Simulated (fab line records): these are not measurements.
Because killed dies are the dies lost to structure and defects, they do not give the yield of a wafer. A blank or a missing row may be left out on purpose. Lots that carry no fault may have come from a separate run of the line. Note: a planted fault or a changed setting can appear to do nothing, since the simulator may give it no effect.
Comparing a struck lot with a sound one :: flow n5_finfet :: 19 steps out of a route of 1938
Sound: these wafers, L474.2, L474.3, L474.5. Struck: wafer L480.6 (L480.3, L480.5, from the same lot, were not struck and are left out); the cause is given at the end.
Order at every step that has rows: each side's tool, ch and its chambers, its first start. Under that, the readings that differ: sound wafers :: struck wafers :: difference of the means :: sigmas: that difference in standard deviations of wafers without a fault.
alike: readings whose means differ by less than 2 such deviations, and words and numbers that are the same on both sides. not compared: withheld readings, readings that some wafer has no value for, bounds like >300 that may hide the same value, and numbers for which the record gives no deviation and whose values overlap.
A row with sigmas, a row that says differs or no value, or rows on one side alone: a step with any of these is where the two part. Numbers that don't overlap but have no deviation are shown without sigmas and don't part them. A reading missing from all wafers of one side parts the sides only when that side holds two or more wafers.

N5_BEOL_M3_INSPECT_30: inspects for defects (brightfield).
  sound on defect_inspect-02 at day 8 07:31; struck on defect_inspect-02 at day 10 11:01
  alike: raw_defect_count
then, 1 step without rows for these wafers: N5_BEOL_M3_DESCUM_33 (chemistry O2, time 7 s).
N5_BEOL_M3_ETCH_77: etches underlayer in N2/H2, target depth 6.5 nm, time 5.2 s.
  sound on rie_diel-03 ch 0,1,2, day 8 07:35; struck on rie_diel-03 ch 0, day 10 11:05
  alike: drypump_motor_current_A, etch_rf_on_time_s, oes_product_au, rf_vpp_V, showerhead_plenum_p_Torr, throttle_valve_pct
  not compared: rf_hours_counter_h
then, 2 steps without rows for these wafers: N5_BEOL_M3_ETCH_69 (etches SiARC in CF4, target depth 15.6 nm, time 26 s); N5_BEOL_M3_ALD_98 (deposits SiO2, target thk 2.5 nm, pulse time 1 s, co reactant pulse time 1 s).
N5_BEOL_M3_ETCHBACK_99: etches SiO2 in CHF3, target depth 5 nm, time 10.4 s.
  sound on rie_diel-01 ch 0,2, day 8 14:52; struck on rie_diel-01 ch 1, day 10 11:26
  alike: drypump_motor_current_A, oes_product_au, rf_vpp_V, showerhead_plenum_p_Torr, throttle_valve_pct
  not compared: rf_hours_counter_h
N5_BEOL_M3_ETCH_70: etches SOC in N2/H2, target depth 80 nm, overetch 16 nm, time 120 s.
  sound on rie_diel-01 ch 0,2, day 8 14:55; struck on rie_diel-01 ch 1, day 10 11:29
  alike: drypump_motor_current_A, oes_product_au, rf_vpp_V, showerhead_plenum_p_Torr, throttle_valve_pct
  not compared: rf_hours_counter_h
then, 5 steps without rows for these wafers: N5_BEOL_M3_STRIP_71 (strips in N2/H2); N5_BEOL_M3_STRIP_78 (strips in N2/H2); N5_BEOL_M3_VIA_ETCH_34 (etches the open film in C4F6/O2, target depth 69.4 nm, time 65.9 s); N5_BEOL_M3_STRIP_83 (strips in C4F6/O2); N5_BEOL_M3_STRIP_36 (strips in N2/H2).
N5_BEOL_M3_TRENCH_ETCH_37: etches SiOC in C4F6/O2, target depth 55.555 nm, time 29.2 s.
  sound on rie_diel-01 ch 0,2, day 8 15:07; struck on rie_diel-01 ch 1, day 10 11:41
reading: model.BEOL_M3.feature_depth_nm (nm)
sound: 56 54 53.8
struck: 44.2
difference: -10.4
sigmas: 

reading: model.etch.depth_nm (nm)
sound: 56.08 54.08 53.82
struck: 44.25
difference: -10.41
sigmas: 

reading: model.TiN_of_BEOL_M3_HM_DEP_02.thk_nm (nm)
sound: 17.4 18 17.6
struck: 18.2
difference: +0.5
sigmas: 
  alike: drypump_motor_current_A, oes_product_au, rf_vpp_V, showerhead_plenum_p_Torr, throttle_valve_pct
  not compared: rf_hours_counter_h
N5_BEOL_M3_ETCH_41: etches SiCN in CH3F/O2, target depth 29.9 nm, time 52.5 s.
  sound on rie_diel-01 ch 0,2; struck on rie_diel-01 ch 1
  alike: drypump_motor_current_A, oes_product_au, rf_vpp_V, showerhead_plenum_p_Torr, throttle_valve_pct
  not compared: rf_hours_counter_h
N5_BEOL_M3_STRIP_97: strips in N2/H2, time 10 s.
  sound on rie_diel-01 ch 0,2; struck on rie_diel-01 ch 1
  alike: drypump_motor_current_A, oes_product_au, rf_vpp_V, showerhead_plenum_p_Torr, throttle_valve_pct
  not compared: rf_hours_counter_h
N5_BEOL_M3_OCD_MEAS_38:
  sound on ocd-01 at day 8 15:16; struck on ocd-02 at day 10 11:50
reading: trench_depth_nm (nm)
sound: 55.7 53.9 54.4
struck: 44.7
difference: -10.0
sigmas: -10
then, 1 step without rows for these wafers: N5_BEOL_M3_HM_STRIP_39 (strips TiN in peroxide tin strip, target depth 25 nm, time 158 s).
N5_BEOL_M4_RC_MEAS_101:
  sound on prober-01 ch 0, day 9 05:07; struck on prober-01 ch 0, day 11 01:11
reading: ION_P (uA/um)
sound: 465 442 462
struck: 473
difference: +17
sigmas: +2
  alike: DIBL_N, DIBL_P, IOFF_N, IOFF_P, ION_N, SS_N, SS_P, VT_N, VT_P
-- here the record skips 5 days between the struck wafers' starts before and after, leaving off in module BEOL_M4 and picking up in module PASSIVATION (first step shown: number 1936 of the route) --
N5_PASSIVATION_PROBE_49:
  record: rows for the struck wafers here (prober-02, day 16 01:33), none for the sound ones

== WHERE THEY PART ==
First at N5_BEOL_M3_OCD_MEAS_38; last, within this record, at N5_PASSIVATION_PROBE_49.

WHY: whatever the simulator had introduced
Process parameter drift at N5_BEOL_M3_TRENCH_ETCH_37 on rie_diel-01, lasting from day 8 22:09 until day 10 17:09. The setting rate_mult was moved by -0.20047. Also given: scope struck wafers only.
